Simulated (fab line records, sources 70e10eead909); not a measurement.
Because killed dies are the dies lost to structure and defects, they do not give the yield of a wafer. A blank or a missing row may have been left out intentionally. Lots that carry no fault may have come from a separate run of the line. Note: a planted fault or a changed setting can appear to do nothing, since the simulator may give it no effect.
Chamber matching / flow nandHarc / 4 sister chambers for NHARC_A_SGD_CUT_CMP_21 on cmp-01
The step polishes, target thk 148.19 nm. 4 wafers are shown with their chamber, then 11 later ones without.

== EACH WAFER AND ITS CHAMBER ==
wafer=L088.4; chamber=1; motorCurrentA (A)=11.2
wafer=L091.3; chamber=2; motorCurrentA (A)=10.4
wafer=L091.6; chamber=3; motorCurrentA (A)=11.0
wafer=L093.3; chamber=0; motorCurrentA (A)=12.6

== WAFERS WITH NO CHAMBER GIVEN ==
wafer=L093.4; motorCurrentA (A)=10.4
wafer=L093.6; motorCurrentA (A)=11.6
wafer=L096.1; motorCurrentA (A)=11.2
wafer=L096.2; motorCurrentA (A)=12.2
wafer=L096.5; motorCurrentA (A)=11.5
wafer=L097.3; motorCurrentA (A)=13.1
wafer=L097.4; motorCurrentA (A)=10.5
wafer=L097.6; motorCurrentA (A)=11.2
wafer=L097.1; motorCurrentA (A)=11.7
wafer=L097.2; motorCurrentA (A)=10.6
wafer=L097.5; motorCurrentA (A)=12.7

== CHAMBER TAKEN BY EACH ==
wafer=L093.4; from the rows above=2; in truth=2
wafer=L093.6; from the rows above=can't be placed: 1 or 3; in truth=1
wafer=L096.1; from the rows above=can't be placed: 1 or 3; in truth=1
wafer=L096.2; from the rows above=0; in truth=0
wafer=L096.5; from the rows above=can't be placed: 1 or 3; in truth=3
wafer=L097.3; from the rows above=0; in truth=0
wafer=L097.4; from the rows above=can't be placed: 2 or 3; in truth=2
wafer=L097.6; from the rows above=can't be placed: 1 or 3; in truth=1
wafer=L097.1; from the rows above=can't be placed: 1 or 3 or 0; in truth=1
wafer=L097.2; from the rows above=can't be placed: 2 or 3 or 1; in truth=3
wafer=L097.5; from the rows above=0; in truth=0
Placed correctly: 4 of 11. Unplaceable from these rows: 7, with the true chamber sitting among the candidates in 7. Number placed wrongly: 0.
How it was worked out, from the rows above alone: a wafer's distance from a chamber is the root of the sum, over the readings, of the square of ((its reading less the chamber's mean) divided by the reading's scatter). The wafer belongs to the nearest chamber; if the next one is less than 2 further off, it can't be placed. For every chamber, the mean is computed from those of its wafers that are shown. The scatter: with one shown wafer a chamber, the root of the mean of the squares of how far each hidden wafer lies from its nearest shown one.
